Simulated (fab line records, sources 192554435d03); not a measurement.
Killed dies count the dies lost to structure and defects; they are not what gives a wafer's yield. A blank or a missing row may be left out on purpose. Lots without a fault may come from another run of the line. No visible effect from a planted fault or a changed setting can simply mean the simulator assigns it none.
A lot that was struck, set against a sound lot / flow n5 finfet / 15 steps out of a route of 1938
Sound: wafers L423.1, L423.2, L423.5. Struck: wafer L434.4; the same lot's L434.6 was not struck, so it is left out; see the end for the cause.
At each step with rows: each side's tool, then ch and its chambers, then its first start. Under that, the readings that differ: sound wafers / struck wafers / difference of the means / sigmas: that difference in standard deviations of wafers without a fault.
alike: readings whose means differ by less than 2 such deviations, and words and numbers that are the same on both sides. not compared: withheld readings, readings that some wafer has no value for, bounds like >300 that may hide the same value, and numbers for which the record gives no deviation and whose values overlap.
The two part at a step that has a row with sigmas, a row that says differs or no value, or rows on one side only. Numbers that have no deviation but don't overlap get no sigmas and don't part them. Lack of a reading on every wafer of one side parts them only where that side has two or more wafers.

first, 1 step without rows for these wafers: N5_BEOL_M6_CURE_75 (cures SiCOH lowk, time 120 s).
N5_BEOL_M6_DEGAS_44: time 60 s.
  sound: pvd sputter-02 at day 9 10:31; struck: pvd sputter-02 at day 12 01:37
  alike: heater power w
N5_BEOL_M6_PRE_CLEAN_45: time 30 s.
  sound: pvd sputter-02 at day 9 10:33; struck: pvd sputter-02 at day 12 01:40
  alike: heater power w
N5_BEOL_M6_ALD_77: deposits TaN, target thk 2 nm, pulse time 2 s, purge time 3 s.
  sound on ald metal-03 ch 0,3, day 9 10:37; struck on ald metal-04 ch 3, day 12 01:44
  alike: heater power w, precursor vessel pressure torr
N5_BEOL_M6_SURFACE_TREAT_79:
  sound: pvd sputter-02 at day 9 10:55; struck: pvd sputter-03 at day 12 02:05
  not compared: throttle valve pct
then, 3 steps without rows for these wafers: N5_BEOL_M6_CVD_78 (deposits Co from CCTBA/H2, target thk 2 nm, time 142.3 s); N5_BEOL_M6_SPUTTER_48 (material Cu, target thk 10 nm, time 1.667 s); N5_BEOL_M6_ECD_50 (material Cu, target thk 300 nm).
N5_BEOL_M6_ANNEAL_51: time 90 s.
  sound on rtp anneal-02 ch 0, day 9 11:37; struck on rtp anneal-01 ch 0, day 12 02:46
reading=wafer_temp_C_max; sound=225.91 225.67 226.20; struck=225.28; difference=-0.65; sigmas=-3
then, 1 step without rows for these wafers: N5_BEOL_M6_CMP_52 (polishes, stops on SiCOH lowk, t overpolish 6.9 s, target thk 80 nm).
N5_BEOL_M6_THK_MEAS_53: measures by xrf.
  sound: film metro-02 at day 9 12:13; struck: film metro-01 at day 12 03:13
  alike: M6_THK
then, 1 step without rows for these wafers: N5_BEOL_M6_PRE_CLEAN_55 (time 15 s).
N5_BEOL_M6_DEP_56: deposits SiCN from 3MS/NH3, target thk 10 nm, time 17.5 s.
  sound on pecvd-04 ch 0,1, day 9 12:17; struck on pecvd-04 ch 2, day 12 03:18
reading=throttle valve pct (%); sound=9.4 9.3 9.2; struck=7.7; difference=-1.6; sigmas=-2
reading=model.SiCN_of_BEOL_M6_DEP_56.thk nm (nm); sound=9.8 10 10.2; struck=9.6; difference=-0.4; sigmas=
  alike: showerhead plenum p Torr
N5_BEOL_M6_RS_MEAS_57: measurement is done with a four-point probe.
  sound: film metro-01 at day 9 12:22; struck: film metro-02 at day 12 03:21
  alike: M6_RS
-- a jump in the record: the struck wafers' starts before and after are 3 days apart (it breaks off in module BEOL_M6 and resumes in module PASSIVATION, where the first step shown is number 1936 of the route) --
N5_PASSIVATION_PROBE_49:
  sound: prober-01 at day 13 09:20; struck: prober-01 at day 15 11:32
  alike: defect limited yield, killed_at_M0_to_M3, killed_at_M4_up, killed at contacts, killed at front end, killed at other, killed dies, killed open, killed short, sort_bin_5_function, sort_bin_6_memory, sort_bin_8_speed, sort n pass, sort yield pct

== WHERE THEY PART ==
First at N5_BEOL_M6_ANNEAL_51; last, within this record, at N5_BEOL_M6_DEP_56. Later steps at which nothing parts them and some readings are alike: N5_BEOL_M6_RS_MEAS_57, N5_PASSIVATION_PROBE_49.

WHY: what the simulator had put in
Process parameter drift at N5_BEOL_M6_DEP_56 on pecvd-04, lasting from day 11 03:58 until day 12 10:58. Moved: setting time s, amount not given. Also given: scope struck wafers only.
